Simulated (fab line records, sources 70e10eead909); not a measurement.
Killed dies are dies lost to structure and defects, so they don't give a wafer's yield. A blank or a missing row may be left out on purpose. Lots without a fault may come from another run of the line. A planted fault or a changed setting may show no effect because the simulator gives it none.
Chamber matching | flow nand_harc | NHARC_P_M1_DEP_33 on pecvd-01: 3 sister chambers
The step deposits SiCN, target thk 30 nm. 14 wafers are shown with their chamber, then 7 later ones without.

WAFERS WITH THEIR CHAMBER
wafer  | chamber | heater_power_w (W)
L081.3 | 2       | 532
L081.4 | 2       | 538
L081.5 | 1       | 741
L084.2 | 0       | 576
L084.3 | 2       | 485
L084.6 | 2       | 484
L086.2 | 2       | 502
L086.5 | 0       | 615
L086.6 | 1       | 767
L090.2 | 0       | 593
L090.3 | 1       | 717
L090.6 | 0       | 597
L091.1 | 0       | 577
L091.4 | 0       | 559

SIGNATURES (means of the wafers above)
reading        | chamber 0 | chamber 1 | chamber 2 | scatter within a chamber
heater_power_w | 586.17    | 741.67    | 508.20    | 22.9
Rule: a wafer's distance from a chamber is the root of the sum, over the readings, of the square of ((its reading less the chamber's mean) divided by the reading's scatter). The wafer belongs to the nearest chamber; if the next one is less than 2 further off, it can't be placed. The scatter: the root of (the sum of the squares of (reading less its chamber's mean) over the shown wafers, divided by (wafers less chambers)).

WAFERS WITHOUT THEIR CHAMBER
wafer  | heater_power_w (W)
L091.6 | 725
L092.3 | 689
L092.4 | 684
L092.5 | 677
L097.1 | 521
L097.3 | 762
L097.5 | 531

WHICH CHAMBER EACH WENT THROUGH
wafer  | from the rows above     | in truth
L091.6 | 1                       | 1
L092.3 | 1                       | 1
L092.4 | can't be placed: 1 or 0 | 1
L092.5 | can't be placed: 1 or 0 | 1
L097.1 | 2                       | 2
L097.3 | 1                       | 1
L097.5 | can't be placed: 2 or 0 | 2
Placed correctly: 4 of 7. Can't be placed from these rows: 3 (the true chamber is among the candidates in 3). Placed wrongly: 0.
